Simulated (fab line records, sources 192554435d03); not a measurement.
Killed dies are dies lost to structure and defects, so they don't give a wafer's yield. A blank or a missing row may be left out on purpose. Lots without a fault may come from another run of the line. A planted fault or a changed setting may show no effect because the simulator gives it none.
Split-lot experiment | flow n5_finfet | 7 lots, 21 wafers read, on a route of 1938 steps

THE SPLIT
At N5_BEOL_M7_ILD_DEP_00 (deposits SiCOH lowk from DEMS/porogen, target thk 179.75 nm, time 33.4 s), the setting time_s was moved away from the recipe's 33.4 s on 8 of the 21 wafers read, by -11.4% to +14.9%. The other wafers ran this setting at the recipe's value.

FROM THE SPLIT TO THE READING: what the file shows between them, 1 step
- N5_BEOL_M7_CURE_74: cures SiCOH lowk, time 240 s

THE READING
M7_ILD_THK, in nm, at N5_BEOL_M7_THK_MEAS_01. Fault-free wafers of this fab line usually give 155.1 nm, standard deviation 2.2 nm.

wafer  | tool, chamber at the split | time_s as run, s | against the recipe | M7_ILD_THK, nm | against lot-mates on the recipe
L077.2 | pecvd-02, 1                | 33.4             | recipe             | 156.9          | -
L077.3 | pecvd-02, 0                | 33.4             | recipe             | 154.9          | -
L077.4 | pecvd-02, 1                | 33.4             | recipe             | 158.2          | -
L080.2 | pecvd-01, 0                | 29.59            | -11.4%             | 136.1          | -19.6
L080.4 | pecvd-01, 2                | 33.4             | recipe             | 155.7          | -
L080.5 | pecvd-01, 0                | 29.59            | -11.4%             | 139.5          | -16.2
L084.1 | pecvd-03, 0                | 33.4             | recipe             | 152.9          | -
L084.2 | pecvd-03, 1                | 38.38            | +14.9%             | 174.0          | +19.2
L084.4 | pecvd-03, 1                | 33.4             | recipe             | 156.7          | -
L087.2 | pecvd-03, 1                | 37.66            | +12.8%             | 171.5          | +15.1
L087.3 | pecvd-03, 2                | 33.4             | recipe             | 156.4          | -
L087.5 | pecvd-03, 1                | 37.66            | +12.8%             | 173.8          | +17.4
L085.2 | pecvd-01, 0                | 31.64            | -5.3%              | 145.5          | -9.7
L085.4 | pecvd-01, 2                | 31.64            | -5.3%              | 145.8          | -9.4
L085.5 | pecvd-01, 0                | 33.4             | recipe             | 155.2          | -
L091.1 | pecvd-02, 0                | 33.4             | recipe             | 155.1          | -
L091.4 | pecvd-02, 1                | 35.88            | +7.4%              | 169.1          | +12.6
L091.6 | pecvd-02, 2                | 33.4             | recipe             | 157.9          | -
L090.2 | pecvd-03, 2                | 33.4             | recipe             | 155.4          | -
L090.3 | pecvd-03, 1                | 33.4             | recipe             | 153.5          | -
L090.5 | pecvd-03, 0                | 33.4             | recipe             | 154.1          | -

THE FIT
A straight line over all 21 wafers: M7_ILD_THK changes by +1.45 nm for each +1% of time_s; r = +0.98; the points scatter about the line by 1.9 nm.
The same after taking each lot's own level away (the mean of its wafers on the recipe; 21 wafers): +1.43 nm for each +1%; r = +0.99; scatter 1.6 nm.
On that fit, the largest move of time_s shifts the reading by 21 nm.
The lots' own levels span 154.33 to 156.67 nm, that is 1.1 times the standard deviation above.
So the lot-to-lot level changes the slope little: the two slopes agree.
Check: with one of the wafers moved furthest among these (+14.9%) left out of the fit, the line predicts +21.3 nm for it against its lot-mates. It came out at +19.2 nm against them.

OTHER SPLITS ON THESE WAFERS
These wafers also went through other splits before the reading. Each is held against what the fit with the lots' levels taken away leaves over:
other split on the same wafers   | wafers away from the commonest value | r with M7_ILD_THK (lot level and that fit taken away)
N5_BEOL_M2_DESCUM_16 time_s      | 7                                    | -0.17
N5_BEOL_M4_TRENCH_ETCH_37 time_s | 7                                    | -0.29
N5_BEOL_M5_VIA_ETCH_34 bias_w    | 5                                    | +0.39
N5_BEOL_M5_TRENCH_ETCH_37 bias_w | 9                                    | -0.21
N5_BEOL_M6_TRENCH_ETCH_37 bias_w | 6                                    | +0.09

THE WHOLE CHAIN: every reading that the file lists as answering this split, in the file's order
step                   | what it does                                                             | reading                                                                                  | change (the file's fit)              | r (the file's)
N5_BEOL_M7_ILD_DEP_00  | deposits SiCOH lowk from DEMS/porogen, target thk 179.75 nm, time 33.4 s | SiCOH_lowk_of_BEOL_M7_ILD_DEP_00.thk_nm (the simulator's own value, which no gauge read) | +1.62 nm for each +1% of the setting | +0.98
N5_BEOL_M7_CURE_74     | cures SiCOH lowk, time 240 s                                             | SiCOH_lowk_of_BEOL_M7_ILD_DEP_00.thk_nm (the simulator's own value, which no gauge read) | +1.42 nm for each +1% of the setting | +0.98
N5_BEOL_M7_THK_MEAS_01 |                                                                          | M7_ILD_THK                                                                               | +1.41 for each +1% of the setting    | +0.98

THE FILE'S OWN FIT
M7_ILD_THK changes by +1.41 nm for each +1% of time_s, r = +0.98.
